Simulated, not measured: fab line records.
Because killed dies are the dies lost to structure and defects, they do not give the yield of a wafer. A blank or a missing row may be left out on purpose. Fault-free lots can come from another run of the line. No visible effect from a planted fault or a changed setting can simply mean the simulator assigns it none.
Chamber matching    flow n5Finfet    N5_GATE_CUT_CMP_61 on cmp-03 has 4 sister chambers
The step polishes, stops on SiNx, t overpolish 3 s. 4 wafers are shown with their chamber, then 9 later ones without.

EACH WAFER AND ITS CHAMBER
wafer   chamber  motorCurrentA (A)
L087.1  2        10.9
L088.1  1        10.7
L088.2  0        10.5
L088.3  3        10.8

WAFERS WITHOUT THEIR CHAMBER
wafer   motorCurrentA (A)
L089.2  10.5
L089.4  10.5
L089.5  11.3
L094.1  10.5
L094.5  11.4
L094.6  10.9
L095.1  10.5
L095.3  10.7
L095.4  12.3

EACH ONE'S CHAMBER
wafer   from the rows above                in truth
L089.2  can't be placed: 0 or 1 or 3 or 2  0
L089.4  can't be placed: 0 or 1 or 3 or 2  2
L089.5  can't be placed: 2 or 3 or 1 or 0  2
L094.1  can't be placed: 0 or 1 or 3 or 2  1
L094.5  can't be placed: 2 or 3 or 1 or 0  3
L094.6  can't be placed: 2 or 3 or 1 or 0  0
L095.1  can't be placed: 0 or 1 or 3 or 2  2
L095.3  can't be placed: 1 or 3 or 0 or 2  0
L095.4  can't be placed: 2 or 3 or 1 or 0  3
Correct placement for 0 of the 9. Unplaceable from these rows: 9, with the true chamber sitting among the candidates in 9. Wrongly placed: 0.
How it was worked out, from the rows above alone: a wafer's distance from a chamber is the root of the sum, over the readings, of the square of ((its reading less the chamber's mean) divided by the reading's scatter). If the next closest chamber is less than 2 further off than the closest, the wafer can't be placed; otherwise it belongs to the closest. The mean given for a chamber averages the wafers shown for that chamber. The scatter (one wafer shown for each chamber): square how far every hidden wafer sits from the nearest shown wafer, average those squares and take the square root.
